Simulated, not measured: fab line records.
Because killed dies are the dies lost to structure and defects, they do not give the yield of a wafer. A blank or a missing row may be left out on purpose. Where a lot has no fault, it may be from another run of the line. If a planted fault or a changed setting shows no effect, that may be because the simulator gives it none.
Matching of chambers + flow n5_finfet + N5_BEOL_M2_ETCH_74 on rie_diel-03 has 4 sister chambers
The step etches underlayer in N2/H2, target depth 6.5 nm, time 5.2 s. 4 wafers are shown with their chamber, then 9 later ones without.

EACH WAFER AND ITS CHAMBER
| wafer  | chamber | drypump_motor_current_A (A) |
|--------|---------|-----------------------------|
| L086.6 | 3       | 5.9                         |
| L087.3 | 2       | 6.1                         |
| L087.4 | 1       | 5.3                         |
| L087.5 | 0       | 5.6                         |

WAFERS WITH NO CHAMBER GIVEN
| wafer  | drypump_motor_current_A (A) |
|--------|-----------------------------|
| L090.3 | 5.5                         |
| L090.4 | 5.3                         |
| L090.5 | 5.9                         |
| L095.1 | 5.6                         |
| L095.3 | 5.3                         |
| L095.6 | 5.9                         |
| L096.2 | 5.3                         |
| L096.5 | 5.3                         |
| L096.6 | 5.6                         |

EACH ONE'S CHAMBER
| wafer  | from the rows above | in truth |
|--------|---------------------|----------|
| L090.3 | 0                   | 0        |
| L090.4 | 1                   | 1        |
| L090.5 | 3                   | 3        |
| L095.1 | 0                   | 0        |
| L095.3 | 1                   | 1        |
| L095.6 | 3                   | 3        |
| L096.2 | 1                   | 1        |
| L096.5 | 1                   | 1        |
| L096.6 | 0                   | 0        |
Placed correctly: 9 of 9. From these rows, 0 cannot be placed. Wrongly placed: 0.
How it was worked out, from the rows above alone: a wafer's distance from a chamber is the root of the sum, over the readings, of the square of ((its reading less the chamber's mean) divided by the reading's scatter). If the next closest chamber is less than 2 further off than the closest, the wafer can't be placed; otherwise it belongs to the closest. The mean given for a chamber averages the wafers shown for that chamber. The scatter: root of mean squared gap, hidden wafer to nearest shown wafer, with one shown wafer a chamber.
